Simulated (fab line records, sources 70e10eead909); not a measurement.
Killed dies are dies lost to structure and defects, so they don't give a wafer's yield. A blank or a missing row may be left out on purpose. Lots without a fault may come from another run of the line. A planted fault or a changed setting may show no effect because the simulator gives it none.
A struck lot beside a sound one | flow nand_harc | 15 steps out of a route of 1302
Sound: wafers L666.1, L666.3, L666.5. Struck: wafers L676.2, L676.4, L676.6. The cause comes at the end.
At each step with rows: each side's tool, then ch and its chambers, then its first start. Under that, the readings that differ: sound wafers | struck wafers | difference of the means | sigmas: that difference in standard deviations of wafers without a fault.
alike: readings whose means differ by less than 2 such deviations, and words and numbers that are the same on both sides. not compared: withheld readings, readings that some wafer has no value for, bounds like >300 that may hide the same value, and numbers for which the record gives no deviation and whose values overlap.
The two part at a step that has a row with sigmas, a row that says differs or no value, or rows on one side only. Numbers that don't overlap but have no deviation are shown without sigmas and don't part them. A reading that every wafer of one side lacks parts them only if that side has two wafers or more.

first, 2 steps without rows for these wafers: NHARC_A_SLIT_PEB_07 (peb time 65 s); NHARC_A_SLIT_DEVELOP_08 (develop time 35 s).
NHARC_A_SLIT_CD_MEAS_09: target cd 300 nm.
  sound on cd_sem-02 ch 0, day 22 15:17; struck on cd_sem-03 ch 0, day 26 21:13
  alike: cd_nm
NHARC_A_SLIT_OVL_MEAS_10:
  sound on overlay-02, day 22 15:23; struck on overlay-02, day 26 21:17
  alike: overlay_x_nm, overlay_y_nm
NHARC_A_SLIT_INSPECT_11:
  sound on defect_inspect-02, day 22 15:25; struck on defect_inspect-02, day 26 21:20
  alike: raw_defect_count
NHARC_A_SLIT_DESCUM_14: chemistry O2, time 3 s.
  sound on rie_diel-12 ch 1,2,3, day 22 15:29; struck on rie_diel-10 ch 0,1, day 26 21:23
  alike: drypump_motor_current_A, oes_product_au, rf_vpp_V, showerhead_plenum_p_Torr, throttle_valve_pct
  not compared: rf_hours_counter_h
NHARC_A_SLIT_ETCH_24: etches the open film in CF4/CHF3, target depth 121 nm, time 60.5 s.
  sound on rie_diel-12 ch 0,2,3, day 22 15:35; struck on rie_diel-10 ch 0,1,2, day 26 21:29
  alike: cf4_flow_sccm, chf3_flow_sccm, drypump_motor_current_A, oes_product_au, rf_vpp_V, showerhead_plenum_p_Torr, throttle_valve_pct
  not compared: rf_hours_counter_h
NHARC_A_SLIT_ETCH_15: etches the open film in O2/COS, target depth 6200 nm, time 1612 s.
  sound on rie_diel-12 ch 0,2; struck on rie_diel-10 ch 0,2,3
  alike: drypump_motor_current_A, oes_product_au, rf_vpp_V, showerhead_plenum_p_Torr, throttle_valve_pct
  not compared: rf_hours_counter_h
then, 1 step without rows for these wafers: NHARC_A_SLIT_ETCH_17 (etches the open film in C4F8/O2/Ar, time 4254.5 s, target depth 20300 nm).
NHARC_A_SLIT_ETCH_26: etches the open film in C4F8/O2/Ar, time 90 s, target depth 400 nm.
  sound on har_etch-02 ch 0,1, day 22 21:55; struck on har_etch-02 ch 0,1, day 27 02:19
  alike: drypump_motor_current_A, showerhead_plenum_p_Torr, throttle_valve_pct
  not compared: rf_hours_counter_h
then, 1 step without rows for these wafers: NHARC_A_SLIT_STRIP_28 (strips in O2/COS).
NHARC_A_SLIT_ETCH_29: etches the open film in CF4/O2, target depth 100 nm, overetch 10 nm, time 55 s.
  sound on rie_diel-12 ch 0,2,3, day 22 22:47; struck on rie_diel-10 ch 0,1,2, day 27 03:12
  alike: cf4_flow_sccm, drypump_motor_current_A, oes_product_au, rf_vpp_V, showerhead_plenum_p_Torr, throttle_valve_pct
  not compared: rf_hours_counter_h
NHARC_A_SLIT_STRIP_18: strips in O2.
  sound on rie_diel-12 ch 0,1,3, day 22 22:55; struck on rie_diel-10 ch 0,1,3, day 27 03:17
  no value came back on the struck wafers for any of 7 readings (bias_w (W), chamber_pressure_mTorr (mTorr) and others); on the sound wafers bias_w (W) reads 0 0 0
  not compared: rf_hours_counter_h
then, 1 step without rows for these wafers: NHARC_A_SLIT_PRECLEAN_19 (cleans in SC1).
-- the record jumps here: 4 days lie between the struck wafers' starts before and after (it left off in module A_SLIT and takes up again in module END, whose first step shown is number 1302 of the route) --
NHARC_END_SORT_01:
  the record has rows for the struck wafers here (prober-02 ch 0, day 31 12:17) and none for the sound ones

WHERE THEY PART
First at NHARC_A_SLIT_STRIP_18; last, within this record, at NHARC_END_SORT_01.

WHY: what the simulator had put in
Skipped step whole: rie_diel-10, from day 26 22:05 on, at NHARC_A_SLIT_STRIP_18. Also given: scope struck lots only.
